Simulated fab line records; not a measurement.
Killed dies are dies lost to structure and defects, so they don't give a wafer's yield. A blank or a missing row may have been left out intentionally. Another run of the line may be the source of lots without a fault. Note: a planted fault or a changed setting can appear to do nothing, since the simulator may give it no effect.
A struck lot beside a sound one :: flow n5 finfet :: 15 steps out of a route of 1938
Sound: these wafers, L434.2, L434.4, L434.6. Struck: wafer L440.6 (L440.2, L440.5, from the same lot, were not struck and are left out); the cause is given at the end.
Per side, at each step with rows, come the tool, then ch with its chambers, and then its first start. Under that, the readings that differ: sound wafers :: struck wafers :: difference of the means :: sigmas: that difference in standard deviations of wafers without a fault.
alike: readings with means less than 2 such deviations apart, plus words and numbers identical on both sides. not compared: withheld readings, readings lacking a value on some wafer, bounds such as >300 that could conceal the same value, and numbers that have no deviation in the record and whose values overlap.
The two part at a step that has a row with sigmas, a row that says differs or no value, or rows on one side only. Numbers that have no deviation but don't overlap get no sigmas and don't part them. A reading that every wafer of one side lacks parts them only if that side has two wafers or more.

N5_BEOL_M12_ETCH_68: etches SOC in N2/H2, time 285 s.
  sound on rie diel-06 ch 1,2,3, day 11 21:28; struck on rie diel-02 ch 2, day 14 00:08
  alike: drypump motor current A, oes product au, rf vpp V, showerhead plenum p Torr, throttle valve pct
  not compared: rf hours counter h
then, 1 step without rows for these wafers: N5_BEOL_M12_STRIP_69 (strips in N2/H2).
N5_BEOL_M12_TRENCH_ETCH_34: etches SiOC in C4F8/O2/Ar, target depth 318.95 nm, time 125.5 s.
  sound on rie diel-06 ch 1,2,3, day 11 21:40; struck on rie diel-02 ch 2, day 14 00:19
  alike: drypump motor current A, oes product au, rf vpp V, showerhead plenum p Torr, throttle valve pct
  not compared: rf hours counter h
then, 1 step without rows for these wafers: N5_BEOL_M12_STRIP_70 (strips in C4F8/O2/Ar).
N5_BEOL_M12_OCD_MEAS_35:
  sound: ocd-01 at day 11 21:49; struck: ocd-01 at day 14 00:28
  alike: trench depth nm
then, 1 step without rows for these wafers: N5_BEOL_M12_STRIP_37 (strips in N2/H2).
N5_BEOL_M12_ETCH_38: etches SiCN in CF4/N2, target depth 68.7 nm, time 73.4 s.
  sound on rie diel-06 ch 1,2, day 11 22:08; struck on rie diel-01 ch 2, day 14 00:35
reading: throttle valve pct (%)
sound: 15.24 15.41 15.41
struck: 15.07
difference: -0.28
sigmas: -2
  alike: drypump motor current A, oes product au, rf vpp V, showerhead plenum p Torr
  not compared: rf hours counter h
then, 3 steps without rows for these wafers: N5_BEOL_M12_PRECLEAN_39 (cleans in residue remover, time 60 s); N5_BEOL_M12_SRD_40 (time 30 s, dry time 30 s); N5_BEOL_M12_DEGAS_41 (time 60 s).
N5_BEOL_M12_PRE_CLEAN_42: time 30 s.
  sound: pvd sputter-01 at day 11 22:22; struck: pvd sputter-01 at day 14 01:02
  alike: heater power w
then, 1 step without rows for these wafers: N5_BEOL_M12_SPUTTER_43 (material TaN, target thk 15 nm, time 24.19 s).
N5_BEOL_M12_SPUTTER_44: material Ta, target thk 10 nm, time 16.13 s.
  sound: pvd sputter-01 at day 11 22:29; struck: pvd sputter-01 at day 14 01:10
reading: cathode dc power W (W)
sound: 14997 15001 15000
struck: 13202
difference: -1797
sigmas: -99 or more

reading: model.Ta_of_BEOL_M12_SPUTTER_44.thk nm (nm)
sound: 10 10 10
struck: 8.8
difference: -1.2
sigmas: 
  alike: throttle valve pct
N5_BEOL_M12_SPUTTER_45: material Cu, target thk 80 nm, time 13.33 s.
  sound: pvd sputter-01 at day 11 22:34; struck: pvd sputter-01 at day 14 01:14
  alike: cathode dc power W, throttle valve pct
N5_PASSIVATION_PROBE_49:
  sound: prober-02 at day 14 03:59; struck: prober-02 at day 15 19:08
reading: killed_at_M4_up
sound: 15 28 16
struck: 4
difference: -16
sigmas: -3

reading: killed open
sound: 90 74 87
struck: 60
difference: -24
sigmas: -2
  alike: defect limited yield, killed_at_M0_to_M3, killed at contacts, killed at front end, killed at other, killed dies, killed short, sort_bin_5_function, sort_bin_6_memory, sort n pass, sort yield pct

== WHERE THEY PART ==
At N5_BEOL_M12_ETCH_38 first; at N5_PASSIVATION_PROBE_49 last (within this record only).

WHY: what had been put in by the simulator
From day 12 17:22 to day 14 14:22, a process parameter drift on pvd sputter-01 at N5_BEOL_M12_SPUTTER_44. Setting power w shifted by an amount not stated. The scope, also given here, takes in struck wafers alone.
